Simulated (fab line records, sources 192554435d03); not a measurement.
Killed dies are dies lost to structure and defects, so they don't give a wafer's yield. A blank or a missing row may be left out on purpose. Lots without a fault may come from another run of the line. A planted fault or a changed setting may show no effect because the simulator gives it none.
fab line records | flow n5_finfet
record lots=6 wafers=18 last_day=18
route steps=1938 shown GATE_CUT@505 MOL_CONTACT_COAG@517 BEOL_M4@1111 PASSIVATION@1936
lots that met no fault: from a run of the same line without faults
start_h: hours from the record's first day to the start of the lot's first wafer shown | wait_h: hours since the lot's step before | " the same as in the row above | L1.1+2: a row that stands for several wafers | - no value, or no start given | * or withheld: withheld | < > ~ a bound
route shown NAME@n: a module of which the file shows steps, and the number in the route of the first | usual: mean/standard deviation of fault-free wafers | same: alike in all rows | chamber/n: place in a boat | sites: the reading at each site | _std_site: their standard deviation | _edge_site: outer sites' mean less inner sites' | radius_mm: how far each site lies from the wafer's centre | mask NAME#n: copy n | behind: the tool/chamber that last shaped the wafer | hold: why the lot was held/for how many hours/how that ended | device: the transistor (n, p or np) that didn't switch | end of line: the same wafers' tests at the end of the route | a step without rows: its recipe alone | killed: dies lost to structure and defects at the first sort, not the wafer's yield | map: a wafer's dies, x killed, . not, _ none there
set.NAME: the setting as run; set.NAME@STEP: as run at that earlier step | model.NAME: the simulator's own value behind a step, which no gauge read
lots at some steps of the route; a table a step, a row a wafer
services: from which hour (start_h, from the record's first day; less than 0 if before it) a tool's chamber was out of use, for how many hours, and why
## steps
# step N5_GATE_CUT_VAPOR_ETCH_49
# recipe chemistry=BCl3/Cl2 target=TiAlC mode=isotropic
# usual drypump_motor_current_A=6.0/0.42 oes_product_au=0.69/0.058
# columns lot.wafer tool chamber start_h wait_h drypump_motor_current_A oes_product_au
L984.2 rie_metal-02 0 150.68 0.1 5.6 0.69
L984.3 " 0 " " 5.6 0.69
L984.5 " 0 " " 5.5 0.69
L987.1 rie_metal-01 0 158.27 0.1 6.0 0.78
L987.3 " 0 " " 6.0 0.79
L987.5 " 0 " " 6.0 0.79
L991.2 rie_metal-03 0 176.92 0.0 6.6 0.64
L991.4 " 1 " " 5.6 0.75
L991.6 " 0 " " 6.6 0.63
L992.1 rie_metal-03 0 182.65 0.0 6.6 0.63
L992.5 " 1 " " 5.6 0.74
L992.6 " 0 " " 6.6 0.63
L998.2 rie_metal-01 1 221.31 0.0 6.5 0.64
L998.4 " 1 " " 6.5 0.64
L998.6 " 0 " " 6.0 0.77
L999.1 rie_metal-01 1 229.70 0.0 6.5 0.64
L999.5 " 1 " " 6.5 0.64
L999.6 " 0 " " 6.0 0.77
# step N5_GATE_CUT_VAPOR_ETCH_51
# recipe chemistry=BCl3/Cl2 target=HfO2 mode=isotropic
# step N5_GATE_CUT_STRIP_21
# recipe chemistry=N2/H2 time_s=30 power_w=1000 temp_c=250 pressure_mtorr=withheld n2_flow_sccm=1750 h2_flow_sccm=3250
# usual drypump_motor_current_A=5.4/0.4 heater_power_w=312/36
# columns lot.wafer tool chamber start_h wait_h drypump_motor_current_A heater_power_w rf_hours_counter_h
L984.2 plasma_asher-01 1 150.81 0.1 6.2 318 54
L984.3 " 0 " " 5.4 378 -
L984.5 " 1 " " 6.2 319 -
L987.1 plasma_asher-01 0 158.41 0.1 5.4 381 56
L987.3 " 0 " " 5.3 368 -
L987.5 " 0 " " 5.4 362 -
L991.2 plasma_asher-01 1 177.00 0.0 6.2 309 60
L991.4 " 0 " " 5.4 376 -
L991.6 " 1 " " 6.2 312 -
L992.1 plasma_asher-02 0 182.73 0.0 5.3 312 105
L992.5 " 1 " " 5.1 267 -
L992.6 " 0 " " 5.3 309 -
L998.2 plasma_asher-02 1 221.39 0.0 5.1 271 112
L998.4 " 0 " " 5.3 317 -
L998.6 " 1 " " 5.1 271 -
L999.1 plasma_asher-02 0 229.78 0.0 5.2 308 115
L999.5 " 0 " " 5.3 312 -
L999.6 " 1 " " 5.1 279 -
# step N5_GATE_CUT_STRIP_29
# recipe chemistry=post_etch_residue_remover time_s=60 temp_c=25 remover_ph=withheld remover_water_wt_pct=withheld remover_fluoride_wt_pct=withheld
# step N5_GATE_CUT_SRD_52
# recipe dry=ipa_marangoni time_s=30 temp_c=23 rinse_liquid=diw
# step N5_GATE_CUT_ALD_22
# recipe material=SiNx target_thk_a=160 temp_c=400 ald_precursor_family=SiH2I2 ald_co_reactant=N2/H2-plasma pulse_time_s=1 ald_cycles=320 purge_time_s=2 co_reactant_purge_time_s=2 pressure_torr=2
# step N5_GATE_CUT_CMP_23
# recipe stop_on=SiO2 t_overpolish_s=23.4 post_cmp_clean=alkaline_brush down_force_psi=2.5 platen_rpm=51.8 pad_velocity_m_s=1.0307 target_thk_nm=16
# usual edge_zone_pressure_frac=1.001/0.0043 motor_current_A=9.3/1.1 overpolish_run_s=23.399/0.0094 pad_life_wafers=1194/600 time_to_endpoint_s=20.1/2.4
# columns lot.wafer tool chamber start_h wait_h edge_zone_pressure_frac motor_current_A overpolish_run_s pad_life_wafers time_to_endpoint_s
L984.3 cmp-03 3 153.00 1.0 1.003 7.0 23.405 1566 21.1
L984.2 " 1 " " 0.996 8.7 23.404 1568 20.1
L984.5 " 3 " " 1.001 7.8 23.402 - 20.0
L987.3 cmp-04 0 160.12 0.8 1.003 9.0 23.398 1568 17.3
L987.1 " 1 " " 0.999 9.6 23.399 1569 21.4
L987.5 " 2 " " 1.006 9.1 23.402 - 16.4
L991.2 cmp-03 3 178.68 0.8 1.001 7.7 23.410 1777 20.6
L991.4 " 1 " " 1.000 9.1 23.411 1779 19.9
L991.6 " 2 " " 0.997 10.5 23.388 - 17.7
L992.1 cmp-03 3 184.45 0.8 1.004 7.7 23.405 1825 21.8
L992.6 " 2 " " 1.004 10.7 23.405 - 18.1
L992.5 " 3 " " 1.000 7.7 23.380 - 19.7
L998.2 cmp-02 1 223.11 0.8 1.005 8.4 23.397 1148 23.3
L998.4 " 2 " " 1.000 8.8 23.401 1149 20.5
L998.6 " 0 " " 0.996 9.2 23.399 - 25.3
L999.1 cmp-02 0 232.60 0.9 1.000 8.9 23.409 1233 20.8
L999.6 " 1 " " 0.992 8.2 23.410 - 21.5
L999.5 " 2 " " 1.006 8.5 23.403 - 20.4
# step N5_GATE_CUT_THK_MEAS_24
# recipe reads=SiO2_of_GATE_CUT_HM_DEP_46+SiO2_flowable_of_ILD0_FCVD_FILL_01
# usual GC_FILL_THK=219.4/2.2
# columns lot.wafer tool chamber start_h wait_h GC_FILL_THK[nm]
L984.2 film_metro-02 - 153.29 - 217.6
L984.3 " - " " 219.4
L984.5 " - " " 219.8
L987.1 film_metro-01 - 160.34 - 219.5
L987.3 " - " " 216.9
L987.5 " - " " 220.7
L991.2 film_metro-01 - 178.94 - 219.2
L991.4 " - " " 217.5
L991.6 " - " " 220.3
L992.1 film_metro-02 - 184.71 - 219.9
L992.5 " - " " 221.9
L992.6 " - " " 220.5
L998.2 film_metro-02 - 223.33 - 218.6
L998.4 " - " " 221.6
L998.6 " - " " 220.4
L999.1 film_metro-02 - 232.79 - 217.8
L999.5 " - " " 219.3
L999.6 " - " " 221.5
# step N5_GATE_CUT_CMP_43
# recipe material=SiO2 post_cmp_clean=rinse_only
# usual edge_zone_pressure_frac=1.000/0.0056 motor_current_A=12.4/1.5 pad_life_wafers=1119/600
# columns lot.wafer tool chamber start_h wait_h edge_zone_pressure_frac motor_current_A pad_life_wafers
L984.3 cmp-04 1 153.32 0.0 1.003 13.4 1506
L984.2 " 3 " " 1.001 12.5 1508
L984.5 " 1 " " 0.996 12.8 -
L987.1 cmp-02 2 160.45 0.1 1.001 11.1 619
L987.3 " 0 " " 1.011 12.0 621
L987.5 " 1 " " 1.005 10.6 -
L991.4 cmp-04 3 178.97 0.0 1.000 12.3 1722
L991.2 " 1 " " 0.995 14.1 1724
L991.6 " 3 " " 1.000 12.1 -
L992.1 cmp-02 1 184.90 0.2 0.995 10.6 812
L992.5 " 3 " " 0.993 14.5 -
L992.6 " 0 " " 0.997 11.9 -
L998.4 cmp-02 2 223.35 0.0 1.001 11.0 1152
L998.2 " 0 " " 0.991 11.5 1154
L998.6 " 2 " " 1.010 11.2 -
L999.1 cmp-02 3 232.89 0.1 0.993 15.1 1237
L999.5 " 2 " " 0.999 11.0 -
L999.6 " 3 " " 0.989 14.7 -
# step N5_GATE_CUT_CMP_61
# recipe stop_on=SiNx t_overpolish_s=3 post_cmp_clean=alkaline_brush down_force_psi=4 platen_rpm=27.09 pad_velocity_m_s=0.539
# usual edge_zone_pressure_frac=1.001/0.0048 motor_current_A=12.3/1.4 pad_life_wafers=1125/600
# columns lot.wafer tool chamber start_h wait_h edge_zone_pressure_frac motor_current_A pad_life_wafers
L984.3 cmp-04 1 153.80 0.4 1.003 13.5 1512
L984.2 " 3 " " 1.004 11.7 1514
L984.5 " 1 " " 1.002 13.2 -
L987.1 cmp-02 2 160.88 0.3 1.002 10.9 625
L987.3 " 0 " " 1.003 12.0 627
L987.5 " 1 " " 1.000 10.3 -
L991.4 cmp-04 3 179.45 0.4 0.992 12.0 1728
L991.2 " 1 " " 1.010 13.8 1730
L991.6 " 3 " " 0.997 11.2 -
L992.1 cmp-02 1 185.28 0.3 0.998 10.6 818
L992.5 " 3 " " 1.003 14.9 -
L992.6 " 0 " " 1.006 11.9 -
L998.4 cmp-02 2 223.83 0.4 0.999 11.2 1158
L998.2 " 0 " " 1.004 11.9 1160
L998.6 " 2 " " 0.998 11.9 -
L999.1 cmp-02 3 233.32 0.3 1.002 15.3 1243
L999.5 " 2 " " 1.007 10.8 -
L999.6 " 3 " " 1.000 14.8 -
# step N5_GATE_CUT_INSPECT_26
# recipe inspect_instrument=darkfield mode=post_cmp
# usual raw_defect_count=38/17
# columns lot.wafer tool chamber start_h wait_h raw_defect_count
L984.2 defect_inspect-01 - 154.04 0.0 34
L984.3 " - " " 40
L984.5 " - " " 49
L987.1 defect_inspect-01 - 161.08 0.0 38
L987.3 " - " " 72
L987.5 " - " " 65
L991.2 defect_inspect-01 - 179.69 0.0 99
L991.4 " - " " 35
L991.6 " - " " 28
L992.1 defect_inspect-01 - 185.45 0.0 25
L992.5 " - " " 28
L992.6 " - " " 35
L998.2 defect_inspect-02 - 224.07 0.0 27
L998.4 " - " " 35
L998.6 " - " " 36
L999.1 defect_inspect-02 - 233.53 0.0 22
L999.5 " - " " 56
L999.6 " - " " 25
# step N5_MOL_CONTACT_COAG_COAT_103
# recipe resist=SOC temp_c=250 time_s=60 spin_rpm=1500 resist_thk_nm=80
# usual heater_power_total_W=500.3/1.9 plate_temp_C=250.03/0.16
# columns lot.wafer tool chamber start_h wait_h heater_power_total_W plate_temp_C
L984.2 litho_track-03 0 154.07 0.0 508.0 252.63
L984.3 " 0 " " 508.8 252.72
L984.5 " 0 " " 505.1 252.46
L987.1 litho_track-03 0 161.12 0.0 509.4 252.88
L987.3 " 0 " " 507.3 252.76
L987.5 " 0 " " 503.9 252.72
L991.2 litho_track-01 0 179.72 0.0 501.8 250.08
L991.4 " 0 " " 503.3 250.08
L991.6 " 0 " " 497.6 250.14
L992.1 litho_track-04 0 185.48 0.0 497.3 250.00
L992.5 " 0 " " 501.2 249.92
L992.6 " 0 " " 503.3 249.72
L998.2 litho_track-04 0 224.10 0.0 501.4 250.23
L998.4 " 0 " " 501.2 250.32
L998.6 " 0 " " 498.0 250.13
L999.1 litho_track-03 0 233.56 0.0 497.7 249.74
L999.5 " 0 " " 502.4 249.80
L999.6 " 0 " " 501.9 250.05
# step N5_MOL_CONTACT_COAG_COAT_104
# recipe resist=SiARC temp_c=220 time_s=60 spin_rpm=1500 resist_thk_nm=12
# step N5_BEOL_M4_RC_MEAS_101
# usual DIBL_N=36.1/1.6 DIBL_P=36.6/1.9 IOFF_N=0.160/0.026 IOFF_P=0.210/0.028 ION_N=677/10 ION_P=464/6.9 SS_N=71.4/0.56 SS_P=73.3/0.61 VT_N=249.1/2.6 VT_P=-250/3.3
# columns lot.wafer tool chamber start_h wait_h DIBL_N[mV/V] DIBL_P[mV/V] IOFF_N[nA/um] IOFF_P[nA/um] ION_N[uA/um] ION_P[uA/um] SS_N[mV/dec] SS_P[mV/dec] VT_N[mV] VT_P[mV]
L987.1 prober-01 0 245.03 0.0 32.4 32.9 0.109 0.172 653 456 71.5 72.4 255.0 -252
L987.3 " 0 " " 35.3 35.7 0.151 0.203 662 461 71.1 73.8 250.9 -251
L987.5 " 0 " " 33.5 34.0 0.126 0.177 668 457 72.9 72.3 252.1 -251
L984.2 prober-01 0 248.25 0.2 36.9 38.4 0.197 0.249 676 464 72.4 73.6 248.7 -246
L984.3 " 0 " " 35.1 36.1 0.152 0.201 680 462 71.3 73.3 250.6 -252
L984.5 " 0 " " 36.4 38.5 0.190 0.250 689 471 71.6 73.7 249.5 -247
L992.1 prober-02 0 277.92 0.0 37.9 39.3 0.189 0.240 679 464 70.8 73.7 248.4 -248
L992.5 " 0 " " 36.5 36.5 0.155 0.205 683 466 71.0 73.3 250.9 -249
L992.6 " 0 " " 39.0 40.5 0.220 0.262 697 477 71.9 73.4 242.8 -247
L991.2 prober-01 0 279.27 0.2 38.9 38.9 0.204 0.242 693 468 71.9 74.3 246.9 -250
L991.4 " 0 " " 37.6 37.9 0.174 0.225 684 461 72.1 74.1 247.9 -248
L991.6 " 0 " " 37.6 38.2 0.181 0.225 692 467 72.0 74.4 245.7 -252
L998.2 prober-02 0 295.88 0.2 38.9 38.6 0.187 0.274 685 468 72.2 74.3 246.1 -245
L998.4 " 0 " " 37.3 35.3 0.154 0.229 667 465 71.5 72.6 250.8 -246
L998.6 " 0 " " 35.5 33.3 0.126 0.190 651 456 71.3 73.8 252.3 -251
L999.1 prober-02 0 328.40 0.0 35.9 36.2 0.165 0.220 675 465 71.3 72.9 248.0 -247
L999.5 " 0 " " 36.9 37.6 0.188 0.245 692 470 72.3 73.3 245.3 -247
L999.6 " 0 " " 33.7 34.3 0.128 0.188 654 455 71.6 72.3 249.6 -251
# step N5_PASSIVATION_PROBE_49
# usual defect_limited_yield=91.3/1.5 killed_at_M0_to_M3=34/10 killed_at_M4_up=13/4.9 killed_at_contacts=13/6.1 killed_at_front_end=39/13 killed_at_other=4.1/2.7 killed_dies=103/18 killed_open=68/13 killed_short=32/7.6 sort_bin_5_function=5.2/1 sort_bin_6_memory=3.2/0.75 sort_n_pass=1077/18 sort_yield_pct=91.3/1.5
# same gross_dies=1180 killed_at_back_side=0 sort_bin_4_leakage[%]=0 sort_bin_8_speed[%]=0
# columns lot.wafer tool chamber start_h wait_h defect_limited_yield[%] killed_at_M0_to_M3 killed_at_M4_up killed_at_contacts killed_at_front_end killed_at_other killed_dies killed_open killed_short sort_bin_5_function[%] sort_bin_6_memory[%] sort_n_pass sort_yield_pct[%]
L984.2 prober-01 - 353.54 0.1 90.6 36 15 19 36 5 111 72 38 5.7 3.2 1069 90.6
L998.2 prober-01 - 399.02 0.1 90.5 29 8 14 57 4 112 76 33 6.5 2.7 1068 90.5
L998.4 prober-01 - 399.12 0.2 91.7 29 10 3 52 4 98 62 35 4.7 3.0 1082 91.7
L998.6 prober-01 - 399.22 0.3 92.7 23 12 15 32 4 86 52 33 3.6 2.9 1094 92.7
# killed by level:class
L984.2 MOL_CONTACT_COAG:geometric_particle:open=15 BEOL_M0_SAQP:geometric_particle:open=8 BEOL_M0_SAQP:geometric_particle:short=8 GATE_CUT:geometric_particle:open=7 FIN_SAQP:geometric_particle:open=5 BEOL_M2:geometric_particle:open=5 BEOL_M3:geometric_particle:open=5 GATE_CUT:geometric_particle:short=4
L998.2 FIN_SAQP:geometric_particle:open=13 MOL_CONTACT_COAG:geometric_particle:open=11 STI_FIN_REVEAL:geometric_particle:open=10 BEOL_M2:geometric_particle:open=7 BEOL_M3:geometric_particle:open=7 GATE_CUT:geometric_particle:short=6 STARTING-WAFER:geometric_particle:open=6 FIN_SAQP:geometric_particle:short=5
L998.4 FIN_SAQP:geometric_particle:short=11 FIN_SAQP:geometric_particle:open=10 STI_FIN_REVEAL:geometric_particle:open=8 BEOL_M0_SAQP:geometric_particle:open=5 BEOL_M3:geometric_particle:open=5 STARTING-WAFER:geometric_particle:short=4 GATE_CUT:geometric_particle:short=4 BEOL_M2:geometric_particle:open=4
L998.6 MOL_CONTACT_COAG:geometric_particle:open=9 FIN_SAQP:geometric_particle:short=7 BEOL_M2:geometric_particle:open=6 FIN_SAQP:geometric_particle:open=5 MOL_CONTACT_COAG:geometric_particle:short=5 BEOL_M3:geometric_particle:open=5 DUMMY_GATE:geometric_particle:open=4 BEOL_M4:geometric_particle:open=4
## services
# columns tool chamber start_h hours kind
litho_track-04 - 138.65 - consumable_replace:filter
rie_metal-02 1 149.50 1.5 repair
rie_metal-01 1 157.17 2.3 repair
plasma_asher-01 - 171.85 0.3 repair
cmp-03 - 207.55 0.8 repair
litho_track-03 - 208.14 - consumable_replace:filter
cmp-03 - 211.29 4.0 pm
rie_metal-01 - 212.16 2.8 pm
cmp-03 - 215.29 - consumable_replace:conditioner
cmp-03 - 215.29 - consumable_replace:pad
cmp-04 - 216.75 7.7 pm
cmp-04 - 229.91 4.0 pm
## key
first_sign step=N5_MOL_CONTACT_COAG_COAT_103 reading=plate_temp_C direction=up sigmas=17 usual=* struck=*
effect step=N5_MOL_CONTACT_COAG_COAT_103 reading=heater_power_total_W direction=up sigmas=3.6 usual=* struck=*
met_at N5_MOL_CONTACT_COAG_COAT_103
struck_wafers L984.2,L984.3,L984.5,L987.1,L987.3,L987.5
fault kind=process_parameter_drift tool=litho_track-03 chamber=- onset_h=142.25 steps=N5_MOL_CONTACT_COAG_COAT_103 channel=temp_c offset=* shape=step end_h=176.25 acts_in=* stated=*
